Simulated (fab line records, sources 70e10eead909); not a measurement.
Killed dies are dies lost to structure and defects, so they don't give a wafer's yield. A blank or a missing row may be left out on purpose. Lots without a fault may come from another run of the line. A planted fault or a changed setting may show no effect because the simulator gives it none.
Chamber matching | flow nand_harc | NHARC_P_GATE_ETCH_32 on rie_si-03: 4 sister chambers
The step etches the open film in HBr/Cl2, target depth 150 nm, time 100.1 s. 7 wafers are shown with their chamber, then 7 later ones without.

WAFERS WITH THEIR CHAMBER
wafer  | chamber | oes_product_au (a.u.) | he_backside_leak_sccm (sccm)
L126.5 | 2       | 1.008                 | 2.22
L128.2 | 3       | 0.988                 | 2.81
L128.6 | 0       | 0.978                 | 2.80
L133.5 | 2       | 1.011                 | 2.57
L133.6 | 1       | 0.988                 | 2.85
L143.4 | 0       | 0.994                 | 2.68
L143.5 | 1       | 0.996                 | 2.88

WAFERS WITHOUT THEIR CHAMBER
wafer  | oes_product_au (a.u.) | he_backside_leak_sccm (sccm)
L143.6 | 1.003                 | 2.67
L146.1 | 0.997                 | 2.30
L146.2 | 0.997                 | 3.14
L146.5 | 0.994                 | 2.75
L147.3 | 0.984                 | 2.70
L147.5 | 1.004                 | 2.56
L147.6 | 0.995                 | 2.87

WHICH CHAMBER EACH WENT THROUGH
wafer  | from the rows above               | in truth
L143.6 | can't be placed: 1 or 2 or 3 or 0 | 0
L146.1 | can't be placed: 2 or 0 or 3 or 1 | 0
L146.2 | can't be placed: 1 or 3 or 0      | 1
L146.5 | can't be placed: 1 or 3 or 0      | 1
L147.3 | can't be placed: 0 or 3 or 1      | 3
L147.5 | can't be placed: 2 or 1 or 0 or 3 | 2
L147.6 | can't be placed: 1 or 3 or 0      | 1
Placed correctly: 0 of 7. Can't be placed from these rows: 7 (the true chamber is among the candidates in 7). Placed wrongly: 0.
How it was worked out, from the rows above alone: a wafer's distance from a chamber is the root of the sum, over the readings, of the square of ((its reading less the chamber's mean) divided by the reading's scatter). The wafer belongs to the nearest chamber; if the next one is less than 2 further off, it can't be placed. A chamber's mean is the mean of its shown wafers. The scatter: the root of (the sum of the squares of (reading less its chamber's mean) over the shown wafers, divided by (wafers less chambers)).
